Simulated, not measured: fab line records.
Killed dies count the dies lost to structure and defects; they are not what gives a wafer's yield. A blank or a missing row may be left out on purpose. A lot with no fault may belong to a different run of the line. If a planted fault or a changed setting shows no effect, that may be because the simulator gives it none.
fab line records	flow n5Finfet
record lots=7	wafers=21
route steps=1938 shown BEOL_M4@1037 BEOL_M5@1140 BEOL_M6@1211 BEOL_M7@1305 BEOL_M9@1407 BEOL_M10@1488
startH: start of the lot's first displayed wafer, in hours after the record's first day	waitH: how many hours have passed since the lot's step before this one	" identical to the entry in the row above	L1.1+2: a row that stands for several wafers	- no value, or no start was given	* or withheld: withheld	< > ~ a bound
route shown NAME@n: names a module that has steps shown in the file, with the first one's number in the route	usual: mean and standard deviation over wafers with no fault	same: alike in all rows	chamber/n: place in a boat	sites: per-site readings	_std_site: standard deviation across them	_edge_site: the outer-site mean with the inner-site mean subtracted	radiusMm: how far each site lies from the wafer's centre	mask NAME#n: copy n	behind: the tool/chamber that last shaped the wafer	hold: why the lot went on hold/how many hours it stayed there/how the hold came to an end	device: which transistor (n, p or np) failed to switch	end of line: tests of these same wafers at the route's end	step lacking rows: just its recipe	killed: count of dies lost to structure and defects at first sort (not the wafer's yield)	map: shows each die of a wafer: x if killed, . if not, _ if none is there
set.NAME: the setting that was run; set.NAME@STEP: the one run at that earlier step	model.NAME: the simulator's own value behind a step, which no gauge read
lots with deliberately changed settings; one table per step, one row per wafer
## steps
# step N5_BEOL_M4_DESCUM_16
# recipe chemistry=O2	timeS=7	sourcePowerW=50	biasPowerW=20	pressureMtorr=20	rfFrequencyHz=2.712e+07	tempC=40	resist=CAR-EUV	o2FlowSccm=225
lot.wafer	tool	chamber	startH	waitH	set.timeS	set.spinRpm@BEOL_M4_COAT_05	model.CAR-EUV_of_BEOL_M4_COAT_05.thkNm
L074.3	rieDiel-06	3	158.36	0.0	5.628	1418	27.6
L074.5	"	1	"	"	7	1500	26
L074.6	"	0	"	"	7	1418	26.8
L076.1+6	rieDiel-05	2,0	174.72	0.0	7	1500	26.2
L076.4	"	0	"	"	7	1571	25.4
L079.1+2+6	rieDiel-06	0,3,2	183.10	0.0	7	1500	26
L082.4	rieDiel-06	1	212.46	0.0	7.826	1500	25.4
L082.5	"	2	"	"	7	1500	26
L082.6	"	3	"	"	7.826	1500	25.6
L085.4	rieDiel-05	2	236.58	0.5	7	1500	26
L085.5	"	3	"	"	5.565	1500	26.6
L085.6	"	2	"	"	5.565	1416	27.6
L087.1+2	rieDiel-06	1,0	238.96	0.0	7.585	1500	25.8
L087.4	"	3	"	"	7	1339	27.8
L090.2+6	rieDiel-06	2,1	255.43	0.0	7	1500	26
L090.5	"	2	"	"	8.097	1500	25.4
# step N5_BEOL_M4_ETCH_74
# recipe chemistry=N2/H2	target=underlayer	targetDepthA=65	maskMaterial=CAR-EUV	timeS=5.2	ionEnergyEv=200	pressureMtorr=30	sourceW=840	biasW=150	n2FlowSccm=200	h2FlowSccm=200	ends=cleared
lot.wafer	tool	chamber	startH	waitH	set.spinRpm@BEOL_M4_COAT_05	set.timeS@BEOL_M4_DESCUM_16	model.CAR-EUV_of_BEOL_M4_COAT_05.thkNm
L074.3	rieDiel-06	3	158.40	0.0	1418	5.628	22
L074.5	"	1	"	"	1500	7	20.2
L074.6	"	0	"	"	1418	7	21
L076.1+6	rieDiel-05	2,0	174.76	0.0	1500	7	20.4
L076.4	"	0	"	"	1571	7	19.6
L079.1	rieDiel-06	0	183.13	0.0	1500	7	20.2
L079.2+6	"	3,2	"	"	1500	7	20.4
L082.4+6	rieDiel-06	1,3	212.48	0.0	1500	7.826	19.8
L082.5	"	2	"	"	1500	7	20.2
L085.4	rieDiel-05	2	236.62	0.0	1500	7	20.2
L085.5	"	3	"	"	1500	5.565	20.8
L085.6	"	2	"	"	1416	5.565	21.8
L087.1+2	rieDiel-06	1,0	238.99	0.0	1500	7.585	20
L087.4	"	3	"	"	1339	7	22
L090.2+6	rieDiel-06	2,1	255.46	0.0	1500	7	20.2
L090.5	"	2	"	"	1500	8.097	19.6
# step N5_BEOL_M4_ETCH_63
# recipe chemistry=CF4	target=SiARC	targetDepthA=156	maskMaterial=CAR-EUV	timeS=26	ionEnergyEv=80	pressureMtorr=40	sourceW=545	biasW=36	Ar_flow_sccm=100	cf4FlowSccm=100	ends=cleared
lot.wafer	tool	chamber	startH	waitH	set.spinRpm@BEOL_M4_COAT_05	set.timeS@BEOL_M4_DESCUM_16	model.CAR-EUV_of_BEOL_M4_COAT_05.thkNm
L074.3	rieDiel-06	3	158.41	0.0	1418	5.628	12.6
L074.5	"	1	"	"	1500	7	11
L074.6	"	0	"	"	1418	7	11.8
L076.1+6	rieDiel-05	2,0	174.78	0.0	1500	7	11
L076.4	"	0	"	"	1571	7	10.4
L079.1+6	rieDiel-06	0,2	183.15	0.0	1500	7	11
L079.2	"	3	"	"	1500	7	11.2
L082.4	rieDiel-06	1	212.51	0.0	1500	7.826	10.6
L082.5	"	2	"	"	1500	7	11
L082.6	"	3	"	"	1500	7.826	10.8
L085.4	rieDiel-05	2	236.63	0.0	1500	7	11
L085.5	"	3	"	"	1500	5.565	11.6
L085.6	"	2	"	"	1416	5.565	12.6
L087.1+2	rieDiel-06	1,0	239.01	0.0	1500	7.585	10.8
L087.4	"	3	"	"	1339	7	12.8
L090.2+6	rieDiel-06	2,1	255.48	0.0	1500	7	11
L090.5	"	2	"	"	1500	8.097	10.4
# step N5_BEOL_M5_COAT_66
# recipe resist=SiARC	tempC=220	timeS=60	spinRpm=1500	resistThkNm=12
lot.wafer	tool	chamber	startH	waitH	set.spinRpm	model.SiARC_of_BEOL_M5_COAT_66.thkNm
L074.3	lithoTrack-02	0	-	-	1567	11.6
L074.5+6	"	0	"	"	1500	12
L076.1+6	lithoTrack-05	0	-	-	1500	12
L076.4	"	0	"	"	1413	12.4
L079.1+2+6	lithoTrack-05	0	-	-	1500	12
L082.4+6	lithoTrack-05	0	-	-	1590	11.6
L082.5	"	0	"	"	1500	12
L087.1	lithoTrack-02	0	-	-	1500	12
L087.2+4	"	0	"	"	1568	11.6
L085.4	lithoTrack-05	0	-	-	1500	12
L085.5+6	"	0	"	"	1627	11.6
L090.2+5+6	lithoTrack-02	0	-	-	1500	12
# step N5_BEOL_M5_COAT_22
# recipe resist=CAR-EUV	spinRpm=1500	resistThkNm=30
lot.wafer	tool	chamber	startH	waitH	set.spinRpm	model.CAR-EUV_of_BEOL_M5_COAT_22.thkNm
L074.3+5	lithoTrack-02	0	-	-	1379	31.2
L074.6	"	0	"	"	1500	30
L076.1	lithoTrack-05	0	-	-	1376	31.2
L076.4+6	"	0	"	"	1500	30
L079.1+2+6	lithoTrack-05	0	-	-	1500	30
L082.4+6	lithoTrack-05	0	-	-	1500	30
L082.5	"	0	"	"	1654	28.6
L087.1	lithoTrack-02	0	-	-	1500	30
L087.2	"	0	"	"	1381	31
L087.4	"	0	"	"	1500	29.8
L085.4+6	lithoTrack-05	0	-	-	1500	30
L085.5	"	0	"	"	1500	30.2
L090.2+5+6	lithoTrack-02	0	-	-	1500	30
# step N5_BEOL_M5_EBR_24
# recipe solvent=PGMEA	ebrWidthMm=1.5
# step N5_BEOL_M5_SOFTBAKE_23
# recipe tempC=110	timeS=60	resist=CAR-EUV
# step N5_BEOL_M5_DESCUM_33
# recipe chemistry=O2	timeS=7	sourcePowerW=50	biasPowerW=20	pressureMtorr=20	rfFrequencyHz=2.712e+07	tempC=40	resist=CAR-EUV	o2FlowSccm=225
# step N5_BEOL_M5_ETCH_75
# recipe chemistry=N2/H2	target=underlayer	targetDepthA=65	maskMaterial=CAR-EUV	timeS=5.2	ionEnergyEv=200	pressureMtorr=30	sourceW=840	biasW=150	n2FlowSccm=200	h2FlowSccm=200	ends=cleared
# step N5_BEOL_M5_ETCH_67
# recipe chemistry=CF4	target=SiARC	targetDepthA=156	maskMaterial=CAR-EUV	timeS=26	ionEnergyEv=80	pressureMtorr=40	sourceW=545	biasW=36	Ar_flow_sccm=100	cf4FlowSccm=100	ends=cleared
lot.wafer	tool	chamber	startH	waitH	set.spinRpm@BEOL_M5_COAT_66	set.spinRpm@BEOL_M5_COAT_22	model.CAR-EUV_of_BEOL_M5_COAT_22.thkNm	model.etch.depthNm
L074.3	rieDiel-01	1	176.01	0.0	1567	1379	12.6	11.67
L074.5	"	2	"	"	1500	1379	12.4	11.99
L074.6	"	1	"	"	1500	1500	11.2	11.95
L076.1	rieDiel-03	3	188.77	0.0	1500	1376	12.4	11.98
L076.4	"	0	"	"	1413	1500	11	12.31
L076.6	"	3	"	"	1500	1500	11.2	11.98
L079.1	rieDiel-03	3	197.39	0.0	1500	1500	11.2	12
L079.2	"	2	"	"	1500	1500	11.2	12.02
L079.6	"	2	"	"	1500	1500	11	11.99
L082.4	rieDiel-03	1	229.71	0.0	1590	1500	11.4	11.68
L082.5	"	3	"	"	1500	1654	9.8	12.03
L082.6	"	2	"	"	1590	1500	11.4	11.66
L087.1	rieDiel-03	3	254.01	0.0	1500	1500	11.2	11.96
L087.2	"	0	"	"	1568	1381	12.4	11.69
L087.4	"	1	"	"	1568	1500	11.4	11.69
L085.4	rieDiel-03	0	254.92	0.0	1500	1500	11.2	12.03
L085.5	"	2	"	"	1627	1500	11.6	11.55
L085.6	"	1	"	"	1627	1500	11.6	11.51
L090.2	rieDiel-04	0	272.69	0.0	1500	1500	11.2	11.96
L090.5	"	1	"	"	1500	1500	11.2	11.95
L090.6	"	0	"	"	1500	1500	11.2	11.94
# step N5_BEOL_M5_ETCH_68
# recipe chemistry=N2/H2	target=SOC	targetDepthA=800	overetchA=160	maskMaterial=SiARC	tempC=40	timeS=120	ionEnergyEv=200	pressureMtorr=30	sourceW=840	biasW=150	n2FlowSccm=200	h2FlowSccm=200
lot.wafer	tool	chamber	startH	waitH	set.spinRpm@BEOL_M5_COAT_66	model.SiARC_of_BEOL_M5_COAT_66.thkNm
L074.3	rieDiel-01	1	176.04	0.0	1567	6
L074.5	"	2	"	"	1500	6.4
L074.6	"	1	"	"	1500	6.2
L076.1	rieDiel-03	3	188.80	0.0	1500	6.2
L076.4	"	0	"	"	1413	6.8
L076.6	"	3	"	"	1500	6.4
L079.1+2+6	rieDiel-03	3,2,2	197.42	0.0	1500	6.4
L082.4+6	rieDiel-03	1,2	229.73	0.0	1590	6
L082.5	"	3	"	"	1500	6.4
L087.1	rieDiel-03	3	254.04	0.0	1500	6.2
L087.2+4	"	0,1	"	"	1568	6.2
L085.4	rieDiel-03	0	254.94	0.0	1500	6.4
L085.5	"	2	"	"	1627	5.8
L085.6	"	1	"	"	1627	6
L090.2+6	rieDiel-04	0	272.72	0.0	1500	6.4
L090.5	"	1	"	"	1500	6.2
# step N5_BEOL_M6_ETCH_61
# recipe chemistry=CF4	target=SiARC	targetDepthA=455	maskMaterial=CAR-ArF	timeS=75.8	ionEnergyEv=80	pressureMtorr=40	sourceW=545	biasW=36	Ar_flow_sccm=100	cf4FlowSccm=100	ends=cleared
# usual etchRfOnTimeS=75.9/1.3	rfVppV=184.4/1.2
lot.wafer	tool	chamber	startH	waitH	set.biasW	etchRfOnTimeS	rfVppV
L074.3	rieDiel-06	2	185.47	0.0	36	76.4	181.0
L074.5	"	3	"	"	38.42	73.4	194.1
L074.6	"	2	"	"	36	76.5	181.9
L076.1	rieDiel-02	3	198.83	0.0	36	77.6	184.4
L076.4	"	2	"	"	36	77.0	185.4
L076.6	"	2	"	"	41.42	73.0	201.5
L079.1	rieDiel-05	0	210.59	0.0	36	73.6	183.4
L079.2	"	1	"	"	36	75.3	185.0
L079.6	"	2	"	"	36	76.4	185.6
L082.4	rieDiel-06	0	240.01	0.0	36	75.4	183.8
L082.5	"	3	"	"	36	73.3	185.3
L082.6	"	2	"	"	30.63	79.6	164.9
L087.1	rieDiel-06	2	264.94	0.0	31.98	78.6	169.6
L087.2	"	3	"	"	36	73.6	184.9
L087.4	"	3	"	"	31.98	76.0	171.9
L085.4	rieDiel-05	0	265.16	0.0	38.93	72.8	192.6
L085.5	"	3	"	"	36	77.7	185.4
L085.6	"	2	"	"	38.93	74.8	196.6
L090.2	rieDiel-06	3	282.06	0.0	36	75.8	186.5
L090.5	"	3	"	"	33.73	76.3	178.6
L090.6	"	0	"	"	33.73	78.4	176.1
# step N5_BEOL_M7_VIA_ETCH_34
# recipe chemistry=C4F6/O2	target=SiCOH_lowk	targetDepthA=1255	maskMaterial=SOC	taperDeg=4	timeS=50.5	ionEnergyEv=250	pressureMtorr=30	sourceW=345	biasW=185	Ar_flow_sccm=300	C4F6_flow_sccm=10	O2_flow_sccm=10
# usual rfVppV=667/7.7
lot.wafer	tool	chamber	startH	waitH	set.biasW	rfVppV
L074.3	rieDiel-03	2	193.63	0.0	176.1	637
L074.5	"	3	"	"	176.1	651
L074.6	"	2	"	"	185	664
L076.1	rieDiel-04	0	209.73	0.0	197	692
L076.4	"	2	"	"	197	699
L076.6	"	0	"	"	197	692
L079.1	rieDiel-03	2	224.31	0.0	185	663
L079.2	"	1	"	"	185	677
L079.6	"	0	"	"	185	658
L082.4	rieDiel-03	0	251.55	0.0	211.6	732
L082.5	"	2	"	"	211.6	738
L082.6	"	1	"	"	211.6	752
L087.1	rieDiel-03	0	278.46	0.0	185	659
L087.2	"	3	"	"	185	676
L087.4	"	1	"	"	185	678
L085.4	rieDiel-04	1	278.50	0.0	185	668
L085.5	"	0	"	"	214.1	739
L085.6	"	1	"	"	185	669
L090.2	rieDiel-01	1	298.29	0.0	185	668
L090.5	"	0	"	"	185	658
L090.6	"	3	"	"	185	677
# step N5_BEOL_M9_COAT_60
# recipe resist=SiARC	tempC=220	timeS=60	spinRpm=1500	resistThkNm=30
lot.wafer	tool	chamber	startH	waitH	set.spinRpm	model.SiARC_of_BEOL_M9_COAT_60.thkNm
L074.3+5+6	lithoTrack-01	0	-	-	1500	30
L076.1	lithoTrack-03	0	-	-	1500	30.2
L076.4+6	"	0	"	"	1395	31.4
L079.1+2+6	lithoTrack-03	0	-	-	1500	30
L082.4+6	lithoTrack-01	0	-	-	1500	29.8
L082.5	"	0	"	"	1500	30
L085.4	lithoTrack-01	0	-	-	1444	30.6
L085.5+6	"	0	"	"	1500	30
L087.1	lithoTrack-03	0	-	-	1500	29.8
L087.2	"	0	"	"	1360	31.4
L087.4	"	0	"	"	1500	30
L090.2	lithoTrack-03	0	-	-	1500	30
L090.5	"	0	"	"	1500	30.2
L090.6	"	0	"	"	1403	31.2
# step N5_BEOL_M9_COAT_05
# recipe resist=CAR-ArF	spinRpm=1500	resistThkNm=90
# step N5_BEOL_M9_EBR_07
# recipe solvent=PGMEA	ebrWidthMm=1.5
# step N5_BEOL_M9_DESCUM_16
# recipe chemistry=O2	timeS=7.9	sourcePowerW=50	biasPowerW=20	pressureMtorr=20	rfFrequencyHz=2.712e+07	tempC=40	resist=CAR-ArF	o2FlowSccm=225
# step N5_BEOL_M9_ETCH_61
# recipe chemistry=CF4	target=SiARC	targetDepthA=390	maskMaterial=CAR-ArF	timeS=65	ionEnergyEv=80	pressureMtorr=40	sourceW=545	biasW=36	Ar_flow_sccm=100	cf4FlowSccm=100	ends=cleared
lot.wafer	tool	chamber	startH	waitH	set.spinRpm@BEOL_M9_COAT_60	model.etch.depthNm	model.CAR-ArF_of_BEOL_M9_COAT_05.thkNm
L074.3	rieDiel-01	3	205.84	0.0	1500	30.08	55.8
L074.5	"	2	"	"	1500	30.07	55.8
L074.6	"	0	"	"	1500	30	55.8
L076.1	rieDiel-03	1	227.49	0.0	1500	30.21	55.6
L076.4	"	2	"	"	1395	31.37	54.4
L076.6	"	3	"	"	1395	31.35	54.2
L079.1	rieDiel-01	3	238.58	0.0	1500	30.02	55.8
L079.2	"	1	"	"	1500	30.07	55.6
L079.6	"	2	"	"	1500	29.95	55.6
L082.4+6	rieDiel-04	1,3	265.15	0.0	1500	29.89	55.8
L082.5	"	0	"	"	1500	29.94	55.8
L085.4	rieDiel-04	3	293.37	0.0	1444	30.54	54.8
L085.5	"	3	"	"	1500	30.01	55.4
L085.6	"	0	"	"	1500	29.98	55.6
L087.1	rieDiel-01	3	293.53	0.0	1500	29.87	55.8
L087.2	"	0	"	"	1360	31.47	54.2
L087.4	"	2	"	"	1500	29.97	55.2
L090.2	rieDiel-04	0	312.14	0.0	1500	30.08	55.2
L090.5	"	2	"	"	1500	30.1	55.4
L090.6	"	0	"	"	1403	31.28	54.2
# step N5_BEOL_M9_ETCH_62
# recipe chemistry=N2/H2	target=SOC	targetDepthA=1100	overetchA=220	maskMaterial=SiARC	tempC=40	timeS=165	ionEnergyEv=200	pressureMtorr=30	sourceW=840	biasW=150	n2FlowSccm=200	h2FlowSccm=200
lot.wafer	tool	chamber	startH	waitH	set.timeS	set.spinRpm@BEOL_M9_COAT_60	model.SiARC_of_BEOL_M9_COAT_60.thkNm
L074.3+5	rieDiel-01	3,2	205.89	0.0	196.9	1500	22
L074.6	"	0	"	"	165	1500	23.4
L076.1	rieDiel-03	1	227.54	0.0	165	1500	23.6
L076.4	"	2	"	"	165	1395	25
L076.6	"	3	"	"	165	1395	24.8
L079.1+2	rieDiel-01	3,1	238.63	0.0	165	1500	23.4
L079.6	"	2	"	"	165	1500	23.2
L082.4	rieDiel-04	1	265.20	0.0	178.3	1500	22.6
L082.5	"	0	"	"	178.3	1500	23
L082.6	"	3	"	"	165	1500	23.4
L085.4	rieDiel-04	3	293.42	0.0	165	1444	24.2
L085.5	"	3	"	"	165	1500	23.6
L085.6	"	0	"	"	142.3	1500	24.6
L087.1+4	rieDiel-01	3,2	293.58	0.0	146.2	1500	24
L087.2	"	0	"	"	165	1360	25.2
L090.2	rieDiel-04	0	312.19	0.0	128.7	1500	25.2
L090.5	"	2	"	"	128.7	1500	25
L090.6	"	0	"	"	165	1403	25
# step N5_BEOL_M9_STRIP_68
# recipe chemistry=N2/H2	tempC=40	n2FlowSccm=200	h2FlowSccm=200	rfFrequencyHz=6e+07
# step N5_BEOL_M9_STRIP_67
# recipe chemistry=CF4	resist=SiARC	powerW=300	biasPowerW=75	pressureMtorr=50	cf4FlowSccm=150	rfFrequencyHz=6e+07
# step N5_BEOL_M9_HM_OPEN_17
# recipe chemistry=Cl2/BCl3	targetDepthA=200	overetchA=60	target=TiN	maskMaterial=SOC	ionEnergyEv=150	pressureMtorr=10	icpW=1000	biasW=126	Cl2_flow_sccm=53.25	bcl3FlowSccm=21.75	Ar_flow_sccm=25
lot.wafer	tool	chamber	startH	waitH	set.timeS@BEOL_M9_ETCH_62	model.etch.depthNm
L074.3	rieMetal-01	1	206.11	0.1	196.9	16.95
L074.5	"	1	"	"	196.9	16.66
L074.6	"	0	"	"	165	19.8
L076.1	rieMetal-02	0	227.73	0.0	165	20.41
L076.4	"	0	"	"	165	20.28
L076.6	"	0	"	"	165	20.35
L079.1	rieMetal-03	0	238.82	0.0	165	19.94
L079.2	"	0	"	"	165	20.01
L079.6	"	0	"	"	165	19.82
L082.4	rieMetal-02	0	265.42	0.1	178.3	18.44
L082.5	"	0	"	"	178.3	18.6
L082.6	"	1	"	"	165	20.15
L085.4	rieMetal-02	1	293.64	0.1	165	19.7
L085.5	"	1	"	"	165	19.89
L085.6	"	0	"	"	142.3	19.82
L087.1	rieMetal-02	0	293.77	0.0	146.2	19.45
L087.2	"	1	"	"	165	19.69
L087.4	"	0	"	"	146.2	19.76
L090.2	rieMetal-02	0	312.38	0.0	128.7	20.21
L090.5	"	0	"	"	128.7	20.04
L090.6	"	1	"	"	165	20.23
# step N5_BEOL_M10_ETCH_62
# recipe chemistry=N2/H2	target=SOC	targetDepthA=1100	overetchA=220	maskMaterial=SiARC	tempC=40	timeS=165	ionEnergyEv=200	pressureMtorr=30	sourceW=840	biasW=150	n2FlowSccm=200	h2FlowSccm=200
lot.wafer	tool	chamber	startH	waitH	set.timeS	model.SiARC_of_BEOL_M10_COAT_60.thkNm
L074.3	rieDiel-05	2	214.46	0.0	195.4	22.4
L074.5	"	2	"	"	165	23.6
L074.6	"	1	"	"	195.4	22
L076.1	rieDiel-06	1	234.89	0.0	165	23.2
L076.4+6	"	3	"	"	133.7	24.6
L079.1	rieDiel-02	2	245.62	0.0	165	23.8
L079.2	"	0	"	"	165	23.6
L079.6	"	0	"	"	165	23.4
L082.4+6	rieDiel-02	2,0	274.52	0.0	165	23.6
L082.5	"	3	"	"	179.8	23
L085.4+5	rieDiel-02	3	301.00	0.0	165	23.6
L085.6	"	2	"	"	194.2	22.4
L087.1	rieDiel-06	1	304.19	0.0	165	23.2
L087.2	"	0	"	"	195.3	22.4
L087.4	"	3	"	"	195.3	21.8
L090.2+6	rieDiel-02	2,3	321.58	0.0	165	23.4
L090.5	"	2	"	"	153.3	24
# step N5_BEOL_M10_STRIP_68
# recipe chemistry=N2/H2	tempC=40	n2FlowSccm=200	h2FlowSccm=200	rfFrequencyHz=6e+07
# step N5_BEOL_M10_STRIP_67
# recipe chemistry=CF4	resist=SiARC	powerW=300	biasPowerW=75	pressureMtorr=50	cf4FlowSccm=150	rfFrequencyHz=6e+07
# step N5_BEOL_M10_HM_OPEN_17
# recipe chemistry=Cl2/BCl3	targetDepthA=200	overetchA=60	target=TiN	maskMaterial=SOC	ionEnergyEv=150	pressureMtorr=10	icpW=1000	biasW=126	Cl2_flow_sccm=53.25	bcl3FlowSccm=21.75	Ar_flow_sccm=25
lot.wafer	tool	chamber	startH	waitH	set.timeS@BEOL_M10_ETCH_62	model.etch.depthNm
L074.3	rieMetal-03	0	214.69	0.1	195.4	17.47
L074.5	"	0	"	"	165	20.33
L074.6	"	1	"	"	195.4	17.36
L076.1	rieMetal-03	0	235.07	0.0	165	19.87
L076.4	"	0	"	"	133.7	20
L076.6	"	0	"	"	133.7	19.9
L079.1	rieMetal-02	1	245.81	0.0	165	20.35
L079.2	"	0	"	"	165	20.33
L079.6	"	0	"	"	165	20.21
L082.4	rieMetal-03	0	274.73	0.1	165	20.26
L082.5	"	1	"	"	179.8	18.69
L082.6	"	0	"	"	165	20.07
L085.4	rieMetal-02	0	301.21	0.1	165	20.05
L085.5	"	1	"	"	165	20
L085.6	"	0	"	"	194.2	17.06
L087.1	rieMetal-02	0	304.38	0.0	165	20.28
L087.2	"	1	"	"	195.3	17.39
L087.4	"	0	"	"	195.3	17.14
L090.2	rieMetal-03	0	321.77	0.0	165	19.95
L090.5	"	1	"	"	153.3	20.01
L090.6	"	0	"	"	165	19.83
## key
split step=N5_BEOL_M4_DESCUM_16	setting=timeS	stated=7	by=wafer
response step=N5_BEOL_M4_DESCUM_16	reading=model.CAR-EUV_of_BEOL_M4_COAT_05.thkNm	slope=-0.0366	per=1%	togetherWith=spinRpm@BEOL_M4_COAT_05	explained=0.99
response step=N5_BEOL_M4_ETCH_74	reading=model.CAR-EUV_of_BEOL_M4_COAT_05.thkNm	slope=-0.0386	per=1%	togetherWith=spinRpm@BEOL_M4_COAT_05	explained=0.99
response step=N5_BEOL_M4_ETCH_63	reading=model.CAR-EUV_of_BEOL_M4_COAT_05.thkNm	slope=-0.0352	per=1%	togetherWith=spinRpm@BEOL_M4_COAT_05	explained=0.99
split step=N5_BEOL_M5_COAT_66	setting=spinRpm	stated=1500	by=wafer
response step=N5_BEOL_M5_COAT_66	reading=model.SiARC_of_BEOL_M5_COAT_66.thkNm	change=-0.0644	per=1%	r=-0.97
response step=N5_BEOL_M5_ETCH_67	reading=model.etch.depthNm	change=-0.0595	per=1%	r=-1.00
response step=N5_BEOL_M5_ETCH_68	reading=model.SiARC_of_BEOL_M5_COAT_66.thkNm	change=-0.0598	per=1%	r=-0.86
split step=N5_BEOL_M5_COAT_22	setting=spinRpm	stated=1500	by=wafer
response step=N5_BEOL_M5_COAT_22	reading=model.CAR-EUV_of_BEOL_M5_COAT_22.thkNm	change=-0.142	per=1%	r=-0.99
response step=N5_BEOL_M5_ETCH_67	reading=model.CAR-EUV_of_BEOL_M5_COAT_22.thkNm	change=-0.154	per=1%	r=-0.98
split step=N5_BEOL_M6_ETCH_61	setting=biasW	stated=36	by=wafer
response step=N5_BEOL_M6_ETCH_61	reading=etchRfOnTimeS	change=*	per=1%	r=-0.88
response step=N5_BEOL_M6_ETCH_61	reading=rfVppV	change=+1.27	per=1%	r=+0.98
split step=N5_BEOL_M7_VIA_ETCH_34	setting=biasW	stated=185	by=wafer
response step=N5_BEOL_M7_VIA_ETCH_34	reading=rfVppV	change=+4.45	per=1%	r=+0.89
split step=N5_BEOL_M9_COAT_60	setting=spinRpm	stated=1500	by=wafer
response step=N5_BEOL_M9_COAT_60	reading=model.SiARC_of_BEOL_M9_COAT_60.thkNm	change=-0.165	per=1%	r=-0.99
response step=N5_BEOL_M9_ETCH_61	reading=model.etch.depthNm	change=-0.168	per=1%	r=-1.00
response step=N5_BEOL_M9_ETCH_61	reading=model.CAR-ArF_of_BEOL_M9_COAT_05.thkNm	change=+0.161	per=1%	r=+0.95
response step=N5_BEOL_M9_ETCH_62	reading=model.SiARC_of_BEOL_M9_COAT_60.thkNm	slope=-0.203	per=1%	togetherWith=timeS@BEOL_M9_ETCH_62	explained=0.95
split step=N5_BEOL_M9_ETCH_62	setting=timeS	stated=165	by=wafer
response step=N5_BEOL_M9_HM_OPEN_17	reading=model.etch.depthNm	shape=bent	atLowest=20.12	atStated=20.02	atHighest=16.81
response step=N5_BEOL_M9_ETCH_62	reading=model.SiARC_of_BEOL_M9_COAT_60.thkNm	slope=-0.0691	per=1%	togetherWith=spinRpm@BEOL_M9_COAT_60	explained=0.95
split step=N5_BEOL_M10_ETCH_62	setting=timeS	stated=165	by=wafer
response step=N5_BEOL_M10_ETCH_62	reading=model.SiARC_of_BEOL_M10_COAT_60.thkNm	change=-0.0699	per=1%	r=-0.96
response step=N5_BEOL_M10_HM_OPEN_17	reading=model.etch.depthNm	change=-0.12	per=1%	r=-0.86
split outsideThisFile step=N5_BEOL_M4_COAT_05 setting=spinRpm
# split outsideThisFile: this setting was split too, and the file shows its column; the key of that split is in another file
